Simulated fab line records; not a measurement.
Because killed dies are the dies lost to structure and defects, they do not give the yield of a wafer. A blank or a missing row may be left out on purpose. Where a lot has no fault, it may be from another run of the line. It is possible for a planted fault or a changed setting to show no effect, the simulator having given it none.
fab line records	flow n5Finfet
record lots=7	wafers=21
route steps=1938 shown BEOL_M1@761 BEOL_M2@869 BEOL_M3@963 BEOL_M4@1040
startH: start of the lot's first displayed wafer, in hours after the record's first day	waitH: hours since the lot's step before	" repeats the value in the row above	L1.1+2: several wafers, shown together as one row	- either no value or no given start	* or withheld: withheld	< > ~ a bound
route shown NAME@n: a module of which the file shows steps, and the number in the route of the first	usual: mean/standard deviation taken from wafers without a fault	same: alike in all rows	chamber/n: place in a boat	sites: readings site by site	_std_site: the standard deviation of these	_edge_site: inner sites' mean taken away from outer sites' mean	radiusMm: how far each site lies from the wafer's centre	mask NAME#n: copy n	behind: tool/chamber where the wafer was last shaped	hold: the reason the lot was held/the length of the hold in hours/how it ended	device: names the non-switching transistor (n, p or np)	end of line: at the end of the route, the tests of the same wafers	a step with no rows: only its recipe	killed: dies that structure and defects cost at the first sort, which is not the same as the wafer's yield	map: per-die view of a wafer (x killed, . not killed, _ where there is no die)
set.NAME: the setting that was run; set.NAME@STEP: the one run at that earlier step	model.NAME: the simulator's own value behind a step, which no gauge read
one table per step and one row per wafer, for lots whose settings were changed on purpose
## steps
# step N5_BEOL_M1_EXPOSE_08
# recipe maskId=M1	na=0.33	sourceShape=dipole	sigmaInner=0.369	sigmaOuter=0.767	polarization=unpolarized	doseMj=33
lot.wafer	tool	chamber	startH	waitH	mask	set.doseMj
L079.1+3	euvScanner-01	0	160.75	-	M1#0	33
L079.4	"	0	"	"	M1#0	31.45
L080.2+4	euvScanner-02	0	163.25	-	M1#0	33
L080.5	"	0	"	"	M1#0	31.29
L082.1+6	euvScanner-02	0	182.05	-	M1#0	33
L082.5	"	0	"	"	M1#0	34.87
L083.1+3	euvScanner-02	0	186.76	-	M1#0	34.99
L083.5	"	0	"	"	M1#0	33
L092.2+5	euvScanner-02	0	232.45	-	M1#0	33
L092.4	"	0	"	"	M1#0	31.46
L094.3+6	euvScanner-02	0	245.20	-	M1#0	35.08
L094.4	"	0	"	"	M1#0	33
L096.1+4+6	euvScanner-02	0	256.18	-	M1#0	33
# step N5_BEOL_M1_PEB_09
# recipe pebTempC=100	pebTimeS=60	resist=CAR-EUV
# step N5_BEOL_M1_DEVELOP_10
# recipe developTimeS=30	developer=TMAH	resist=CAR-EUV	rinseLiquid=surfactantRinse	dry=airSpin	devTempC=23
# step N5_BEOL_M1_CD_MEAS_11
# recipe targetCdNm=17.05	landingEnergyEv=500	detector=seInlens	polarity=opening
# usual cdNm=16.97/0.27
lot.wafer	tool	chamber	startH	waitH	set.doseMj@BEOL_M1_EXPOSE_08	cdNm
L079.1	cdSem-03	0	160.88	-	33	17.21
L079.3	"	0	"	"	33	16.81
L079.4	"	0	"	"	31.45	15.75
L080.2	cdSem-01	0	163.37	-	33	16.61
L080.4	"	0	"	"	33	16.95
L080.5	"	0	"	"	31.29	16.21
L082.1	cdSem-01	0	182.18	-	33	16.83
L082.5	"	0	"	"	34.87	17.83
L082.6	"	0	"	"	33	17.00
L083.1	cdSem-02	0	186.88	-	34.99	18.29
L083.3	"	0	"	"	34.99	18.03
L083.5	"	0	"	"	33	17.25
L092.2	cdSem-01	0	232.58	-	33	17.02
L092.4	"	0	"	"	31.46	15.83
L092.5	"	0	"	"	33	17.15
L094.3	cdSem-03	0	245.32	-	35.08	17.82
L094.4	"	0	"	"	33	16.63
L094.6	"	0	"	"	35.08	18.40
L096.1	cdSem-02	0	256.30	-	33	16.48
L096.4	"	0	"	"	33	17.40
L096.6	"	0	"	"	33	17.21
# step N5_BEOL_M1_DESCUM_16
# recipe chemistry=O2	timeS=7	sourcePowerW=50	biasPowerW=20	pressureMtorr=20	rfFrequencyHz=2.712e+07	tempC=40	resist=CAR-EUV	o2FlowSccm=225
# step N5_BEOL_M1_ETCH_74
# recipe chemistry=N2/H2	target=underlayer	targetDepthA=65	maskMaterial=CAR-EUV	timeS=5.2	ionEnergyEv=200	pressureMtorr=30	sourceW=840	biasW=150	n2FlowSccm=200	h2FlowSccm=200	ends=cleared
lot.wafer	tool	chamber	startH	waitH	set.doseMj@BEOL_M1_EXPOSE_08	model.BEOL_M1.cdOffsetNm
L079.1	rieDiel-06	0	161.04	0.0	33	-0.2
L079.3	"	3	"	"	33	0
L079.4	"	2	"	"	31.45	-0.8
L080.2	rieDiel-05	2	164.01	0.0	33	-0.4
L080.4	"	0	"	"	33	-0.6
L080.5	"	2	"	"	31.29	-1
L082.1	rieDiel-01	3	182.42	0.0	33	-0.6
L082.5	"	3	"	"	34.87	0.6
L082.6	"	0	"	"	33	0
L083.1	rieDiel-01	1	187.05	0.0	34.99	1
L083.3	"	0	"	"	34.99	1.2
L083.5	"	0	"	"	33	0.2
L092.2	rieDiel-06	3	232.73	0.0	33	0
L092.4	"	2	"	"	31.46	-1
L092.5	"	0	"	"	33	0.2
L094.3	rieDiel-06	1	245.51	0.0	35.08	1
L094.4	"	3	"	"	33	0.2
L094.6	"	2	"	"	35.08	1.2
L096.1	rieDiel-05	1	256.46	0.0	33	-0.4
L096.4	"	1	"	"	33	0
L096.6	"	0	"	"	33	-0.2
# step N5_BEOL_M1_ETCH_63
# recipe chemistry=CF4	target=SiARC	targetDepthA=156	maskMaterial=CAR-EUV	timeS=26	ionEnergyEv=80	pressureMtorr=40	sourceW=545	biasW=36	Ar_flow_sccm=100	cf4FlowSccm=100	ends=cleared
lot.wafer	tool	chamber	startH	waitH	set.doseMj@BEOL_M1_EXPOSE_08	model.BEOL_M1.cdOffsetNm
L079.1+3	rieDiel-06	0,3	161.05	0.0	33	-0.2
L079.4	"	2	"	"	31.45	-0.8
L080.2	rieDiel-05	2	164.03	0.0	33	-0.4
L080.4	"	0	"	"	33	-0.6
L080.5	"	2	"	"	31.29	-1.2
L082.1	rieDiel-01	3	182.44	0.0	33	-0.6
L082.5	"	3	"	"	34.87	0.6
L082.6	"	0	"	"	33	0
L083.1	rieDiel-01	1	187.07	0.0	34.99	1
L083.3	"	0	"	"	34.99	1.2
L083.5	"	0	"	"	33	0.2
L092.2+5	rieDiel-06	3,0	232.75	0.0	33	0.2
L092.4	"	2	"	"	31.46	-1
L094.3+6	rieDiel-06	1,2	245.53	0.0	35.08	1.2
L094.4	"	3	"	"	33	0.2
L096.1	rieDiel-05	1	256.48	0.0	33	-0.6
L096.4+6	"	1,0	"	"	33	-0.2
# step N5_BEOL_M1_ETCH_64
# recipe chemistry=N2/H2	target=SOC	targetDepthA=750	overetchA=150	maskMaterial=SiARC	tempC=40	timeS=112.5	ionEnergyEv=200	pressureMtorr=30	sourceW=840	biasW=150	n2FlowSccm=200	h2FlowSccm=200
# usual rfVppV=523.7/2.7
lot.wafer	tool	chamber	startH	waitH	set.sourceW	set.spinRpm@BEOL_M1_COAT_61	rfVppV	model.etch.depthNm
L079.1	rieDiel-06	0	161.08	0.0	840	1587	527.1	58.45
L079.3	"	3	"	"	737.4	1500	549.7	59.99
L079.4	"	2	"	"	840	1500	523.0	60.03
L080.2	rieDiel-05	2	164.06	0.0	840	1500	524.7	59.97
L080.4	"	0	"	"	738.8	1500	546.0	59.99
L080.5	"	2	"	"	840	1500	521.1	59.83
L082.1	rieDiel-01	3	182.46	0.0	840	1500	526.3	59.86
L082.5	"	3	"	"	975.2	1500	500.7	59.9
L082.6	"	0	"	"	975.2	1500	496.1	59.87
L083.1	rieDiel-01	1	187.09	0.0	931.6	1500	507.1	60.21
L083.3	"	0	"	"	931.6	1500	503.4	60.07
L083.5	"	0	"	"	840	1500	520.9	60.03
L092.2	rieDiel-06	3	232.78	0.0	840	1500	528.8	59.72
L092.4	"	2	"	"	926.9	1500	505.3	59.75
L092.5	"	0	"	"	840	1560	526.7	58.68
L094.3	rieDiel-06	1	245.55	0.0	840	1500	520.5	60.11
L094.4	"	3	"	"	975.7	1500	502.5	59.98
L094.6	"	2	"	"	975.7	1500	495.4	59.97
L096.1	rieDiel-05	1	256.51	0.0	840	1500	519.9	60.2
L096.4	"	1	"	"	840	1500	521.2	60.2
L096.6	"	0	"	"	840	1500	526.0	60.12
# step N5_BEOL_M2_COAT_76
# recipe resist=underlayer	tempC=205	timeS=60	spinRpm=1500	resistThkNm=5
lot.wafer	tool	chamber	startH	waitH	set.spinRpm
L079.1+3	lithoTrack-01	0	-	-	1357
L079.4	"	0	"	"	1500
L080.2+4+5	lithoTrack-05	0	-	-	1500
L083.1+5	lithoTrack-03	0	-	-	1345
L083.3	"	0	"	"	1500
L082.1	lithoTrack-03	0	-	-	1622
L082.5+6	"	0	"	"	1500
L092.2	lithoTrack-01	0	-	-	1500
L092.4+5	"	0	"	"	1367
L094.3+4	lithoTrack-05	0	-	-	1559
L094.6	"	0	"	"	1500
L096.1+4+6	lithoTrack-01	0	-	-	1500
# step N5_BEOL_M2_COAT_22
# recipe resist=CAR-EUV	spinRpm=1500	resistThkNm=30
# step N5_BEOL_M2_EBR_24
# recipe solvent=PGMEA	ebrWidthMm=1.5
# step N5_BEOL_M2_DESCUM_33
# recipe chemistry=O2	timeS=7	sourcePowerW=50	biasPowerW=20	pressureMtorr=20	rfFrequencyHz=2.712e+07	tempC=40	resist=CAR-EUV	o2FlowSccm=225
# step N5_BEOL_M2_ETCH_77
# recipe chemistry=N2/H2	target=underlayer	targetDepthA=65	maskMaterial=CAR-EUV	timeS=5.2	ionEnergyEv=200	pressureMtorr=30	sourceW=840	biasW=150	n2FlowSccm=200	h2FlowSccm=200	ends=cleared
lot.wafer	tool	chamber	startH	waitH	set.spinRpm@BEOL_M2_COAT_76	model.etch.depthNm
L079.1	rieDiel-04	0	180.54	0.0	1357	5.274
L079.3	"	3	"	"	1357	5.262
L079.4	"	2	"	"	1500	5.007
L080.2	rieDiel-02	0	186.81	0.0	1500	5.004
L080.4	"	2	"	"	1500	4.998
L080.5	"	0	"	"	1500	4.989
L083.1	rieDiel-03	0	203.94	0.0	1345	5.269
L083.3	"	2	"	"	1500	4.991
L083.5	"	3	"	"	1345	5.265
L082.1	rieDiel-04	1	205.05	0.0	1622	4.824
L082.5	"	3	"	"	1500	5.015
L082.6	"	2	"	"	1500	4.99
L092.2	rieDiel-03	0	254.05	0.0	1500	5.02
L092.4	"	1	"	"	1367	5.267
L092.5	"	0	"	"	1367	5.268
L094.3	rieDiel-02	3	268.04	0.0	1559	4.913
L094.4	"	0	"	"	1559	4.935
L094.6	"	1	"	"	1500	5.013
L096.1+6	rieDiel-04	2,1	273.41	0.0	1500	5.016
L096.4	"	3	"	"	1500	5.036
# step N5_BEOL_M2_ETCH_69
# recipe chemistry=CF4	target=SiARC	targetDepthA=156	maskMaterial=CAR-EUV	timeS=26	ionEnergyEv=80	pressureMtorr=40	sourceW=545	biasW=36	Ar_flow_sccm=100	cf4FlowSccm=100	ends=cleared
# usual rfVppV=184.3/1.2
lot.wafer	tool	chamber	startH	waitH	set.biasW	rfVppV
L079.1	rieDiel-04	0	180.56	0.0	36	184.1
L079.3	"	3	"	"	36	184.3
L079.4	"	2	"	"	30.47	165.9
L080.2	rieDiel-02	0	186.82	0.0	36	183.4
L080.4	"	2	"	"	36	185.1
L080.5	"	0	"	"	36	186.0
L083.1	rieDiel-03	0	203.96	0.0	40.21	197.6
L083.3	"	2	"	"	36	184.9
L083.5	"	3	"	"	40.21	198.8
L082.1	rieDiel-04	1	205.07	0.0	36	184.5
L082.5	"	3	"	"	36	184.2
L082.6	"	2	"	"	36	185.0
L092.2	rieDiel-03	0	254.07	0.0	40.57	198.5
L092.4	"	1	"	"	36	182.8
L092.5	"	0	"	"	40.57	199.5
L094.3	rieDiel-02	3	268.06	0.0	36	183.0
L094.4	"	0	"	"	31.98	170.2
L094.6	"	1	"	"	36	182.8
L096.1	rieDiel-04	2	273.42	0.0	36	185.7
L096.4	"	3	"	"	36	183.7
L096.6	"	1	"	"	36	185.7
# step N5_BEOL_M3_EXPOSE_25
# recipe maskId=V2	na=0.33	sourceShape=quasar	sigmaInner=0.2	sigmaOuter=0.8	polarization=unpolarized	defocusNm=5	doseMj=63
lot.wafer	tool	chamber	startH	waitH	mask	set.doseMj
L083.1	euvScanner-01	0	217.78	-	V2#0	61.22
L083.3+5	"	0	"	"	V2#0	63
L080.2+5	euvScanner-01	0	217.84	-	V2#0	63
L080.4	"	0	"	"	V2#0	58.69
L079.1+3+4	euvScanner-02	0	218.40	-	V2#0	59.86
L082.1	euvScanner-02	0	226.50	-	V2#0	63
L082.5+6	"	0	"	"	V2#0	59.2
L092.2+5	euvScanner-02	0	276.55	-	V2#0	64.77
L092.4	"	0	"	"	V2#0	63
L094.3+6	euvScanner-01	0	282.75	-	V2#0	63
L094.4	"	0	"	"	V2#0	65.72
L096.1+4+6	euvScanner-01	0	296.24	-	V2#0	63
# step N5_BEOL_M3_PEB_26
# recipe pebTempC=100	pebTimeS=60	resist=CAR-EUV
# step N5_BEOL_M3_DEVELOP_27
# recipe developTimeS=30	developer=TMAH	resist=CAR-EUV	rinseLiquid=surfactantRinse	dry=airSpin	devTempC=23
# step N5_BEOL_M3_CD_MEAS_28
# recipe targetCdNm=25.7	landingEnergyEv=500	detector=seInlens	targetCdYNm=23.3	polarity=opening
# usual cdNm=25.68/0.23
lot.wafer	tool	chamber	startH	waitH	set.doseMj@BEOL_M3_EXPOSE_25	cdNm
L083.1	cdSem-03	0	217.92	-	61.22	24.92
L083.3	"	0	"	"	63	25.79
L083.5	"	0	"	"	63	25.89
L080.2	cdSem-03	0	217.98	-	63	25.85
L080.4	"	0	"	"	58.69	24.82
L080.5	"	0	"	"	63	25.78
L079.1	cdSem-02	0	218.54	-	59.86	24.84
L079.3	"	0	"	"	59.86	24.91
L079.4	"	0	"	"	59.86	24.84
L082.1	cdSem-03	0	226.64	-	63	25.98
L082.5	"	0	"	"	59.2	24.83
L082.6	"	0	"	"	59.2	24.63
L092.2	cdSem-01	0	276.68	-	64.77	26.02
L092.4	"	0	"	"	63	25.66
L092.5	"	0	"	"	64.77	26.03
L094.3	cdSem-02	0	282.88	-	63	25.90
L094.4	"	0	"	"	65.72	26.39
L094.6	"	0	"	"	63	25.81
L096.1	cdSem-03	0	296.39	-	63	25.45
L096.4	"	0	"	"	63	25.86
L096.6	"	0	"	"	63	25.72
# step N5_BEOL_M4_ETCH_64
# recipe chemistry=N2/H2	target=SOC	targetDepthA=750	overetchA=225	maskMaterial=SiARC	tempC=40	timeS=121.9	ionEnergyEv=200	pressureMtorr=30	sourceW=840	biasW=150	n2FlowSccm=200	h2FlowSccm=200
# usual rfVppV=524.1/2.5
lot.wafer	tool	chamber	startH	waitH	set.biasW	rfVppV
L083.1	rieDiel-02	3	232.91	0.0	150	520.6
L083.3	"	0	"	"	150	525.3
L083.5	"	0	"	"	150	524.5
L080.2	rieDiel-04	1	236.82	0.0	161.1	549.1
L080.4	"	0	"	"	150	525.2
L080.5	"	0	"	"	150	524.8
L079.1	rieDiel-04	2	239.26	0.0	150	527.8
L079.3	"	3	"	"	150	524.1
L079.4	"	1	"	"	150	524.0
L082.1	rieDiel-02	1	248.97	0.0	150	523.3
L082.5	"	3	"	"	162.3	550.1
L082.6	"	0	"	"	162.3	552.7
L092.2	rieDiel-02	3	307.54	0.0	150	521.5
L092.4	"	0	"	"	150	522.7
L092.5	"	2	"	"	150	524.6
L094.3	rieDiel-03	1	307.85	0.0	150	522.8
L094.4	"	0	"	"	150	524.4
L094.6	"	2	"	"	150	520.1
L096.1	rieDiel-02	0	314.33	0.0	150	524.5
L096.4	"	2	"	"	150	527.7
L096.6	"	3	"	"	150	522.0
# step N5_BEOL_M4_COAT_67
# recipe resist=SOC	tempC=250	timeS=60	spinRpm=1500	resistThkNm=60
lot.wafer	tool	chamber	startH	waitH	set.spinRpm	model.SOC_of_BEOL_M4_COAT_67.thkNm
L083.1	lithoTrack-05	0	233.36	0.0	1391	62.6
L083.3+5	"	0	"	"	1391	62.4
L080.2	lithoTrack-04	0	237.21	0.0	1500	60
L080.4	"	0	"	"	1500	59.8
L080.5	"	0	"	"	1500	59.6
L079.1+3+4	lithoTrack-05	0	239.75	0.0	1500	59.8
L082.1	lithoTrack-01	0	249.36	0.0	1500	59.8
L082.5	"	0	"	"	1432	61.2
L082.6	"	0	"	"	1500	60
L092.2	lithoTrack-04	0	307.93	0.0	1395	62.2
L092.4	"	0	"	"	1395	62
L092.5	"	0	"	"	1500	59.8
L094.3+4	lithoTrack-01	0	308.33	0.0	1500	60
L094.6	"	0	"	"	1561	59
L096.1+4+6	lithoTrack-04	0	314.72	0.0	1500	60.2
# step N5_BEOL_M4_COAT_68
# recipe resist=SiARC	tempC=220	timeS=60	spinRpm=1500	resistThkNm=12
# step N5_BEOL_M4_COAT_76
# recipe resist=underlayer	tempC=205	timeS=60	spinRpm=1500	resistThkNm=5
# step N5_BEOL_M4_ALD_98
# recipe material=SiO2	targetThkA=25	tempC=100	aldPrecursorFamily=BDEAS	aldCoReactant=O2-plasma	pulseTimeS=1	coReactantPulseTimeS=1	purgeTimeS=2	coReactantPurgeTimeS=2	aldCycles=17	pressureTorr=2
# step N5_BEOL_M4_ETCHBACK_99
# recipe chemistry=CHF3	target=SiO2	targetDepthA=50	timeS=10.4	sourceW=215	biasW=47	Ar_flow_sccm=200	CHF3_flow_sccm=12	ionEnergyEv=100	pressureMtorr=30
# step N5_BEOL_M4_ETCH_70
# recipe chemistry=N2/H2	target=SOC	targetDepthA=800	overetchA=240	maskMaterial=SiARC	tempC=40	timeS=130	ionEnergyEv=200	pressureMtorr=30	sourceW=840	biasW=150	n2FlowSccm=200	h2FlowSccm=200
lot.wafer	tool	chamber	startH	waitH	set.spinRpm@BEOL_M4_COAT_67	model.etch.depthNm
L083.1	rieDiel-02	0	237.74	0.0	1391	62.52
L083.3	"	2	"	"	1391	62.41
L083.5	"	0	"	"	1391	62.38
L080.2	rieDiel-02	0	244.48	0.0	1500	59.91
L080.4	"	2	"	"	1500	59.75
L080.5	"	2	"	"	1500	59.66
L079.1+4	rieDiel-02	2,1	252.12	0.0	1500	59.78
L079.3	"	3	"	"	1500	59.77
L082.1	rieDiel-02	1	254.72	0.0	1500	59.74
L082.5	"	1	"	"	1432	61.13
L082.6	"	2	"	"	1500	59.96
L092.2	rieDiel-02	3	317.59	0.0	1395	62.16
L092.4	"	0	"	"	1395	62.05
L092.5	"	1	"	"	1500	59.86
L094.3	rieDiel-04	1	321.82	0.0	1500	60.09
L094.4	"	3	"	"	1500	60.08
L094.6	"	1	"	"	1561	58.93
L096.1+4	rieDiel-02	2,1	344.18	0.0	1500	60.16
L096.6	"	2	"	"	1500	60.11
# step N5_BEOL_M4_STRIP_71
# recipe chemistry=N2/H2	tempC=40	n2FlowSccm=200	h2FlowSccm=200	rfFrequencyHz=6e+07
# step N5_BEOL_M4_STRIP_78
# recipe chemistry=N2/H2	tempC=40	n2FlowSccm=200	h2FlowSccm=200	rfFrequencyHz=6e+07
# step N5_BEOL_M4_VIA_ETCH_34
# recipe chemistry=C4F6/O2	targetDepthA=694	maskMaterial=SOC	pressureMtorr=15	ionEnergyEv=250	taperDeg=4	timeS=65.9	sourceW=350	biasW=170	Ar_flow_sccm=300	C4F6_flow_sccm=10	O2_flow_sccm=10
lot.wafer	tool	chamber	startH	waitH	set.spinRpm@BEOL_M4_COAT_67	model.SOC_of_BEOL_M4_COAT_67.thkNm
L083.1+3+5	rieDiel-02	0,2,0	237.85	0.0	1391	54.2
L080.2	rieDiel-02	0	244.59	0.0	1500	51.6
L080.4+5	"	2	"	"	1500	51.4
L079.1+3+4	rieDiel-02	2,3,1	252.23	0.0	1500	51.4
L082.1	rieDiel-02	1	254.82	0.0	1500	51.2
L082.5	"	1	"	"	1432	52.6
L082.6	"	2	"	"	1500	51.6
L092.2	rieDiel-02	3	317.70	0.0	1395	54
L092.4	"	0	"	"	1395	53.8
L092.5	"	1	"	"	1500	51.6
L094.3	rieDiel-04	1	321.92	0.0	1500	51.8
L094.4	"	3	"	"	1500	51.6
L094.6	"	1	"	"	1561	50.8
L096.1+6	rieDiel-02	2	344.29	0.0	1500	52
L096.4	"	1	"	"	1500	51.8
## key
split step=N5_BEOL_M1_EXPOSE_08	setting=doseMj	stated=33	by=wafer
response step=N5_BEOL_M1_CD_MEAS_11	reading=cdNm	change=+0.194	per=1%	r=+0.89
response step=N5_BEOL_M1_ETCH_74	reading=model.BEOL_M1.cdOffsetNm	change=+0.152	per=1%	r=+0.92
response step=N5_BEOL_M1_ETCH_63	reading=model.BEOL_M1.cdOffsetNm	change=+0.161	per=1%	r=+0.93
split step=N5_BEOL_M1_ETCH_64	setting=sourceW	stated=840	by=wafer
response step=N5_BEOL_M1_ETCH_64	reading=rfVppV	change=-1.71	per=1%	r=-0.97
split step=N5_BEOL_M2_COAT_76	setting=spinRpm	stated=1500	by=wafer
response step=N5_BEOL_M2_ETCH_77	reading=model.etch.depthNm	change=-0.0261	per=1%	r=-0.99
split step=N5_BEOL_M2_ETCH_69	setting=biasW	stated=36	by=wafer
response step=N5_BEOL_M2_ETCH_69	reading=rfVppV	change=+1.19	per=1%	r=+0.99
split step=N5_BEOL_M3_EXPOSE_25	setting=doseMj	stated=63	by=wafer
response step=N5_BEOL_M3_CD_MEAS_28	reading=cdNm	change=+0.172	per=1%	r=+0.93
split step=N5_BEOL_M4_ETCH_64	setting=biasW	stated=150	by=wafer
response step=N5_BEOL_M4_ETCH_64	reading=rfVppV	change=+3.35	per=1%	r=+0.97
split step=N5_BEOL_M4_COAT_67	setting=spinRpm	stated=1500	by=wafer
response step=N5_BEOL_M4_COAT_67	reading=model.SOC_of_BEOL_M4_COAT_67.thkNm	change=-0.303	per=1%	r=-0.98
response step=N5_BEOL_M4_ETCH_70	reading=model.etch.depthNm	change=-0.304	per=1%	r=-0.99
response step=N5_BEOL_M4_VIA_ETCH_34	reading=model.SOC_of_BEOL_M4_COAT_67.thkNm	change=-0.293	per=1%	r=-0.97
split outsideThisFile step=N5_BEOL_M1_COAT_61 setting=spinRpm
# split outsideThisFile: this setting was split too, and the file shows its column; the key of that split is in another file
